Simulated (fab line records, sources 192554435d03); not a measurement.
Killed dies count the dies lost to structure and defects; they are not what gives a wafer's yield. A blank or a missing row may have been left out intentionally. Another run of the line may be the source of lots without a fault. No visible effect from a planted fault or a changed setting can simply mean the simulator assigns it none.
Chamber matching	flow n5_finfet	N5_BEOL_M0_SAQP_ETCH_84 on rie_diel-03 has 4 sister chambers
The step etches SOC in N2/H2, target depth 100 nm, overetch 20 nm, time 150 s. 22 wafers are shown with their chamber, then 11 later ones without.

WAFERS WITH THEIR CHAMBER
wafer	chamber	showerhead_plenum_p_Torr (Torr)	drypump_motor_current_A (A)	throttle_valve_pct (%)
L075.2	1	2.49	6.4	17.65
L075.4	2	2.62	5.6	17.78
L075.5	2	2.62	5.7	17.77
L079.1	2	2.62	5.7	17.79
L079.2	0	2.62	5.1	17.70
L079.3	3	2.59	5.1	17.65
L081.2	1	2.49	6.3	17.67
L081.3	3	2.59	5.1	17.66
L081.4	0	2.62	5.1	17.72
L082.3	2	2.62	5.7	17.79
L082.5	3	2.59	5.2	17.65
L082.6	0	2.62	5.1	17.71
L083.1	2	2.62	5.6	17.80
L083.3	3	2.59	5.2	17.64
L083.5	0	2.62	5.1	17.72
L084.3	2	2.61	5.6	17.79
L084.5	0	2.62	5.1	17.73
L084.6	2	2.61	5.6	17.79
L089.2	3	2.58	5.2	17.67
L089.3	2	2.61	5.6	17.82
L089.5	1	2.49	6.4	17.25
L092.3	2	2.61	5.7	17.82

SIGNATURES (means of the wafers above)
reading	chamber 0	chamber 1	chamber 2	chamber 3	scatter within a chamber
showerhead_plenum_p_Torr	2.6200	2.4900	2.6156	2.5880	0.0041
drypump_motor_current_A	5.100	6.367	5.644	5.160	0.0477
throttle_valve_pct	17.7160	17.5233	17.7944	17.6540	0.0801
Rule: distance of a wafer from a chamber = root of the sum over the readings of ((wafer's reading minus chamber's mean) / reading's scatter) squared. If the next closest chamber is less than 2 further off than the closest, the wafer can't be placed; otherwise it belongs to the closest. How the scatter is found: for the shown wafers, subtract from each reading the mean of its chamber, square and add these, divide the total by (wafers less chambers), then take the root.

WAFERS WITHOUT THEIR CHAMBER
wafer	showerhead_plenum_p_Torr (Torr)	drypump_motor_current_A (A)	throttle_valve_pct (%)
L092.4	2.48	6.4	17.23
L092.5	2.61	5.7	17.82
L093.1	2.58	5.2	17.68
L093.2	2.61	5.1	17.76
L093.6	2.48	6.4	17.24
L094.1	2.58	5.2	17.68
L094.2	2.48	6.3	17.28
L094.6	2.61	5.1	17.75
L095.2	2.58	5.2	17.69
L095.3	2.48	6.3	17.26
L095.6	2.58	5.2	17.69

WHICH CHAMBER EACH ONE RAN IN
wafer	from the rows above	in truth
L092.4	1	1
L092.5	2	2
L093.1	3	3
L093.2	0	0
L093.6	1	1
L094.1	3	3
L094.2	1	1
L094.6	0	0
L095.2	3	3
L095.3	1	1
L095.6	3	3
Placed correctly: 11 of 11. From these rows, 0 cannot be placed. Placed wrongly: 0.
